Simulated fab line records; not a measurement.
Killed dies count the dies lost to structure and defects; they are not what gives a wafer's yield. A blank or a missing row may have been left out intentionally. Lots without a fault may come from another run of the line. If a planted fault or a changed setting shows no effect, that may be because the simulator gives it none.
Which tool did it? | flow nand_harc | Sampling: 15 lots, 45 wafers, 4 of 1302 route steps

WHAT THE GAUGES READ, wafer by wafer
NHARC_P_M1_CD_MEAS_16. Usual: cd_nm at 130.2 nm, with a standard deviation of 0.82.
lot  | measured     | on        | cd_nm (nm)        | flag
L753 | day 6 11:41  | cd_sem-02 | 131.7 131.2 131.3 |
L754 | day 6 22:17  | cd_sem-03 | 130.2 130.2 129.8 |
L755 | day 7 16:21  | cd_sem-03 | 131.2 130.9 130.3 |
L758 | day 8 18:47  | cd_sem-02 | 129.5 131.4 131.1 |
L759 | day 9 05:16  | cd_sem-02 | 131.1 130.0 129.7 |
L760 | day 9 17:49  | cd_sem-01 | 129.7 130.8 129.5 |
L761 | day 9 23:28  | cd_sem-01 | 129.6 128.9 129.8 |
L766 | day 12 08:23 | cd_sem-01 | - - -             | OFF
L767 | day 12 08:55 | cd_sem-01 | - - -             | OFF
L768 | day 13 04:03 | cd_sem-03 | - - -             | OFF
L771 | day 14 05:28 | cd_sem-03 | 129.7 129.9 129.5 |
L772 | day 14 22:52 | cd_sem-02 | 129.9 132.3 130.6 |
L773 | day 15 10:41 | cd_sem-02 | 129.7 129.9 129.7 |
L774 | day 15 13:26 | cd_sem-01 | 130.2 130.0 127.9 |
L775 | day 15 20:35 | cd_sem-03 | 129.9 129.8 129.8 |

EACH LOT AND THE TOOL THAT RAN IT (in order: tool; ch and the chambers of the sampled wafers; start)
lot  | NHARC_P_M0_DESCUM_14               | NHARC_P_M0_ETCH_34                 | NHARC_P_M1_EXPOSE_06
L753 | rie_diel-02 ch 0,1,2, day 6 07:26  | rie_diel-02 ch 0,1,3, day 6 07:32  | arfi_scanner-02 ch 0, day 6 11:03
L754 | rie_diel-08 ch 0,1,2, day 6 17:58  | rie_diel-08 ch 0,1,2, day 6 18:02  | arfi_scanner-01 ch 0, day 6 21:39
L755 | rie_diel-02 ch 0,2,3, day 7 11:54  | rie_diel-02 ch 0,2,3, day 7 12:02  | arfi_scanner-02 ch 0, day 7 15:43
L758 | rie_diel-08 ch 1,2,3, day 8 14:34  | rie_diel-08 ch 0,3, day 8 14:38    | arfi_scanner-03 ch 0, day 8 18:09
L759 | rie_diel-04 ch 0,2,3, day 9 00:57  | rie_diel-04 ch 1,2,3, day 9 01:01  | arfi_scanner-01 ch 0, day 9 04:38
L760 | rie_diel-02 ch 2,3, day 9 13:28    | rie_diel-02 ch 0,2,3, day 9 13:34  | arfi_scanner-03 ch 0, day 9 17:11
L761 | rie_diel-04 ch 1,2,3, day 9 19:06  | rie_diel-04 ch 0,1,3, day 9 19:11  | arfi_scanner-03 ch 0, day 9 22:50
L766 | rie_diel-02 ch 1,3, day 12 04:01   | rie_diel-02 ch 0,2,3, day 12 04:06 | arfi_scanner-03, day 12 07:46
L767 | rie_diel-02 ch 2,3, day 12 04:34   | rie_diel-02 ch 2,3, day 12 04:38   | arfi_scanner-02, day 12 08:17
L768 | rie_diel-02 ch 1,2, day 12 23:34   | rie_diel-02 ch 1,2,3, day 12 23:39 | arfi_scanner-01, day 13 03:25
L771 | rie_diel-08 ch 0,1,2, day 14 01:07 | rie_diel-08 ch 0,1,2, day 14 01:11 | arfi_scanner-03 ch 0, day 14 04:50
L772 | rie_diel-08 ch 0,1,3, day 14 17:37 | rie_diel-08 ch 0,1,3, day 14 17:42 | arfi_scanner-01 ch 0, day 14 22:14
L773 | rie_diel-02 ch 1,2, day 15 06:17   | rie_diel-02 ch 0,2, day 15 06:23   | arfi_scanner-02 ch 0, day 15 10:04
L774 | rie_diel-04 ch 1,3, day 15 09:01   | rie_diel-04 ch 0,3, day 15 09:09   | arfi_scanner-01 ch 0, day 15 12:48
L775 | rie_diel-04 ch 0,1,3, day 15 16:09 | rie_diel-04 ch 0,1,2, day 15 16:14 | arfi_scanner-02 ch 0, day 15 19:54
- NHARC_P_M0_DESCUM_14: chemistry O2, time 3 s.
- NHARC_P_M0_ETCH_34: etches the open film in N2/H2, target depth 40 nm, overetch 12 nm, time 43.94 s.
- NHARC_P_M1_EXPOSE_06: exposes mask P M1, target cd 130 nm.

AS READ BY THE TOOLS THEMSELVES (means over the sampled wafers that have a number; for cases with no such wafer, the mark the record gives instead)
NHARC_P_M0_DESCUM_14. Usual: drypump_motor_current_A 5.8 A, standard deviation 0.46; oes_product_au 1.003 a.u., standard deviation 0.01; rf_vpp_V 57.7 V, standard deviation 0.91; showerhead_plenum_p_Torr 1.89 Torr, standard deviation 0.09; throttle_valve_pct 11.311 %, standard deviation 0.0094.
lot  | tool        | drypump_motor_current_A (A) | oes_product_au (a.u.) | rf_vpp_V (V) | showerhead_plenum_p_Torr (Torr) | throttle_valve_pct (%) | flag
L753 | rie_diel-02 | 5.7                         | 0.989                 | 58.5         | 1.97                            | 11.315                 |
L754 | rie_diel-08 | 5.9                         | 1.010                 | 57.0         | 1.86                            | 11.304                 |
L755 | rie_diel-02 | 5.9                         | 0.996                 | 58.6         | 1.98                            | 11.307                 |
L758 | rie_diel-08 | 5.7                         | 1.001                 | 58.0         | 1.88                            | 11.318                 |
L759 | rie_diel-04 | 5.9                         | 1.005                 | 57.3         | 1.91                            | 11.313                 |
L760 | rie_diel-02 | 5.5                         | 1.003                 | 58.5         | 1.98                            | 11.313                 |
L761 | rie_diel-04 | 6.1                         | 1.004                 | 58.7         | 1.87                            | 11.312                 |
L766 | rie_diel-02 | 5.3                         | 1.006                 | 57.6         | 1.97                            | 11.313                 |
L767 | rie_diel-02 | 5.5                         | 0.996                 | 57.7         | 1.96                            | 11.318                 |
L768 | rie_diel-02 | 5.4                         | 0.996                 | 57.6         | 1.93                            | 11.299                 |
L771 | rie_diel-08 | 5.9                         | 1.020                 | 57.0         | 1.85                            | 11.309                 |
L772 | rie_diel-08 | 6.0                         | 1.015                 | 57.2         | 1.82                            | 11.313                 |
L773 | rie_diel-02 | 5.4                         | 0.992                 | 57.0         | 1.93                            | 11.302                 |
L774 | rie_diel-04 | 6.1                         | 0.993                 | 57.8         | 1.95                            | 11.319                 |
L775 | rie_diel-04 | 5.8                         | 0.994                 | 57.0         | 1.90                            | 11.312                 |

NHARC_P_M0_ETCH_34. Usual: drypump_motor_current_A 5.8 A, standard deviation 0.46; oes_product_au 1.004 a.u., standard deviation 0.0096; rf_vpp_V 429.8 V, standard deviation 3; showerhead_plenum_p_Torr 2.02 Torr, standard deviation 0.097; throttle_valve_pct 14.171 %, standard deviation 0.0091.
lot  | tool        | drypump_motor_current_A (A) | oes_product_au (a.u.) | rf_vpp_V (V) | showerhead_plenum_p_Torr (Torr) | throttle_valve_pct (%) | flag
L753 | rie_diel-02 | 5.8                         | 0.994                 | 432.3        | 2.12                            | 14.160                 |
L754 | rie_diel-08 | 5.9                         | 1.005                 | 429.6        | 1.99                            | 14.173                 |
L755 | rie_diel-02 | 5.9                         | 0.999                 | 433.3        | 2.12                            | 14.178                 |
L758 | rie_diel-08 | 6.2                         | 1.005                 | 426.4        | 1.90                            | 14.173                 |
L759 | rie_diel-04 | 6.1                         | 1.002                 | 428.7        | 2.00                            | 14.168                 |
L760 | rie_diel-02 | 5.9                         | 1.001                 | 433.5        | 2.11                            | 14.158                 |
L761 | rie_diel-04 | 5.8                         | 1.004                 | 430.2        | 2.04                            | 14.178                 |
L766 | rie_diel-02 | 5.9                         | 1.001                 | 432.4        | 2.11                            | 14.173                 |
L767 | rie_diel-02 | 5.5                         | 0.998                 | 431.5        | 2.09                            | 14.170                 |
L768 | rie_diel-02 | 5.4                         | 1.000                 | 431.7        | 2.08                            | 14.168                 |
L771 | rie_diel-08 | 5.9                         | 1.010                 | 428.8        | 1.97                            | 14.168                 |
L772 | rie_diel-08 | 6.0                         | 1.017                 | 428.1        | 1.93                            | 14.174                 |
L773 | rie_diel-02 | 5.9                         | 0.994                 | 431.9        | 2.08                            | 14.177                 |
L774 | rie_diel-04 | 5.8                         | 1.003                 | 433.3        | 2.11                            | 14.176                 |
L775 | rie_diel-04 | 5.9                         | 1.001                 | 426.8        | 1.92                            | 14.170                 |

NHARC_P_M1_EXPOSE_06. Usual: exposure_dose_mJ_cm2 81.88, standard deviation 0.076; focus_offset_nm 0.0 nm, standard deviation 0.53; reticle_temp_C 23.01 C, standard deviation 0.13.
lot  | tool            | exposure_dose_mJ_cm2 | focus_offset_nm (nm) | reticle_temp_C (C) | flag
L753 | arfi_scanner-02 | 81.87                | -1.1                 | 22.85              |
L754 | arfi_scanner-01 | 81.77                | 0.2                  | 22.98              |
L755 | arfi_scanner-02 | 81.99                | 0.7                  | 23.00              |
L758 | arfi_scanner-03 | 81.93                | -0.7                 | 23.01              |
L759 | arfi_scanner-01 | 81.91                | 0.8                  | 22.93              |
L760 | arfi_scanner-03 | 81.91                | 0.2                  | 22.95              |
L761 | arfi_scanner-03 | 81.88                | -0.1                 | 23.01              |
L766 | arfi_scanner-03 | -                    | -                    | -                  | OFF
L767 | arfi_scanner-02 | -                    | -                    | -                  | OFF
L768 | arfi_scanner-01 | -                    | -                    | -                  | OFF
L771 | arfi_scanner-03 | 81.95                | -0.2                 | 22.88              |
L772 | arfi_scanner-01 | 81.93                | -0.4                 | 22.99              |
L773 | arfi_scanner-02 | 81.76                | 0.4                  | 22.92              |
L774 | arfi_scanner-01 | 81.85                | -0.2                 | 23.17              |
L775 | arfi_scanner-02 | 81.89                | -0.4                 | 22.97              |

THE ANSWER, worked out from the rows above alone
Rule: a lot counts as off when the mean over its wafers that have a number is more than 3 standard deviations away from the usual mean. A lot without any number at a reading at which 4 lots or more have one is off too. Any other lot the step has rows for is counted as sound. Order of review: gauges by route order, followed by the tools' own readings, for which a lot's mean as printed above is used. The first step at which some lot is off is used, and at that step the reading that is off furthest; a lot without a number counts as furthest.
Off, at NHARC_P_M1_CD_MEAS_16 on cd_nm: L766, L767, L768. Without a number there: L766, L767, L768.
If a tool, at a process step before that reading, ran all the lots that are off and no sound lot after the first of them, it fits. The gauges at NHARC_P_M1_CD_MEAS_16 aren't tried: what is off there is off at NHARC_P_M1_EXPOSE_06 too, on other tools, and a gauge's error can't cause that. Not one of the candidates tried fits.

WHAT HAD BEEN PUT IN BY THE SIMULATOR
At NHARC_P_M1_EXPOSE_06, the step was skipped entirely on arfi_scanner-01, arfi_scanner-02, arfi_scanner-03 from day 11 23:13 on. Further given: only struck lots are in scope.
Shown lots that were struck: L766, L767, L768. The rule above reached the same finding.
